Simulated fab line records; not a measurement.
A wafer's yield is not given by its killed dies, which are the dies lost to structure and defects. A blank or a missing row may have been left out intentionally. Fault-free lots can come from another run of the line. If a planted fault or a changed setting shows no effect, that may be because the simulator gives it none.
Matching of chambers	flow n5-finfet	N5_FIN_SAQP_ETCH_69 on rie-diel-04: 4 sister chambers
The step etches SOC in N2/H2, stops on SiNx, target depth 150 nm. 7 wafers are shown with their chamber, then 9 later ones without.

WAFERS WITH THEIR CHAMBER
wafer	chamber	throttle-valve-pct (%)	drypump-motor-current-A (A)
L079.2	0	18.17	5.6
L086.2	3	17.56	5.6
L086.5	1	17.90	5.6
L086.6	2	18.20	6.6
L088.1	2	18.21	6.5
L088.3	1	17.90	5.6
L088.4	3	17.57	5.6

WAFERS WHOSE CHAMBER IS MISSING
wafer	throttle-valve-pct (%)	drypump-motor-current-A (A)
L089.1	18.22	6.6
L089.3	17.90	5.6
L089.6	18.22	6.5
L091.1	17.89	5.6
L091.5	18.24	5.6
L091.6	17.91	5.6
L092.1	18.24	5.6
L092.2	17.61	5.6
L092.3	17.91	5.6

WHICH CHAMBER EACH ONE RAN IN
wafer	from the rows above	in truth
L089.1	2	2
L089.3	1	1
L089.6	2	2
L091.1	1	1
L091.5	0	0
L091.6	1	1
L092.1	0	0
L092.2	3	3
L092.3	1	1
Correct placement for 9 of the 9. Can't be placed from these rows: 0. Placed wrongly: 0.
How it was worked out, from the rows above alone: a wafer's distance from a chamber is the root of the sum, over the readings, of the square of ((its reading less the chamber's mean) divided by the reading's scatter). If the next closest chamber is less than 2 further off than the closest, the wafer can't be placed; otherwise it belongs to the closest. The mean given for a chamber averages the wafers shown for that chamber. The scatter: take each reading less its chamber's mean, square it, sum over the shown wafers, divide by the number of wafers less the number of chambers, and take the root.
